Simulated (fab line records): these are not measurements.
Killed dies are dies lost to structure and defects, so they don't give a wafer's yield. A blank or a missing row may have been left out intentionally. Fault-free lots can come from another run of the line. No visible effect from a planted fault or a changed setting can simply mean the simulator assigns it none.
The same fault as seen by 2 desks | flow nand_harc | only its own numbers are on each desk; what lay behind them is given at the end

== DESK OF THE TOOL OWNER: pecvd-02 ==
The tool's own readings at NHARC_A_CONTACT_DEP_24 (deposits SiO2, target thk 500 nm): means of the sampled wafers that have a number, for each lot that ran on this tool. A lot is out of limits, marked OUT, if its mean lies more than 4 standard deviations from the usual mean; the brackets give that distance.
Columns: A = flow_sccm at NHARC_A_CONTACT_DEP_24, usual 2649 sccm; B = heater_power_w at NHARC_A_CONTACT_DEP_24, usual 541 W; C = rf_fwd_power_W at NHARC_A_CONTACT_DEP_24, usual 898.8 W; D = showerhead_vpp_V at NHARC_A_CONTACT_DEP_24, usual 1863 V; E = throttle_valve_pct at NHARC_A_CONTACT_DEP_24, usual 15.6 %
lot  | first seen here | A    | B   | C               | D    | E
L951 | day 16 20:49    | 2644 | 437 | 893.4           | 1831 | 14.7
L950 | day 16 23:26    | 2660 | 441 | 897.2           | 1762 | 14.8
L949 | day 17 05:16    | 2646 | 446 | 893.7           | 1758 | 14.9
L956 | day 18 14:24    | 2647 | 578 | 780.8 (-41) OUT | 1652 | 15.0
L957 | day 18 23:26    | 2656 | 619 | 658.6 (-83) OUT | 1472 | 15.0
L969 | day 22 00:09    | 2643 | 586 | 896.9           | 1759 | 15.1
L968 | day 22 01:14    | 2655 | 443 | 899.7           | 1760 | 15.1
This desk's finding: out of limits on L956, L957; first on L956, day 18 14:24 (rf_fwd_power_W at NHARC_A_CONTACT_DEP_24). In limits: L951, L950, L949, L969, L968.

== METROLOGY DESK ==
Lot by lot, what the gauges showed, no matter which tool ran the lot: averages of those sampled wafers that carry a number. A lot is out of limits, marked OUT, if its mean lies more than 4 standard deviations from the usual mean; the brackets give that distance.
Columns: A = cd_nm at NHARC_A_CONTACT_CD_MEAS_42, usual 200.0 nm
lot  | first seen here | A
L946 | day 16 11:57    | 200.7
L947 | day 16 12:14    | 200.7
L948 | day 16 14:52    | 200.1
L951 | day 17 00:31    | 199.9
L950 | day 17 02:58    | 199.8
L949 | day 17 08:38    | 199.8
L956 | day 18 18:26    | 200.6
L957 | day 19 02:52    | 199.9
L963 | day 20 09:34    | 200.2
L965 | day 20 15:21    | 200.4
L967 | day 21 15:13    | 200.1
L969 | day 22 04:10    | 199.7
L968 | day 22 04:43    | 200.9
This desk's finding: nothing out of limits on any of the 13 lots.

== PUT TOGETHER ==
The tool owner's desk could have raised an alarm at day 18 14:24, on L956, L957.
The metrology desk saw nothing out of limits.
The metrology desk has L956, L957 on record, within its limits.
The lots listed all ran NHARC_A_CONTACT_DEP_24 on pecvd-02.

== WHAT THE SIMULATOR PUT IN ==
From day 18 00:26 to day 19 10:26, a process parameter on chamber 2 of pecvd-02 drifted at NHARC_A_CONTACT_DEP_24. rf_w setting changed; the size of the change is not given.
Struck lots among those shown: L956, L957.
Time in hours from fault onset to the first out-of-limits reading at each desk: the tool owner's desk, 14.
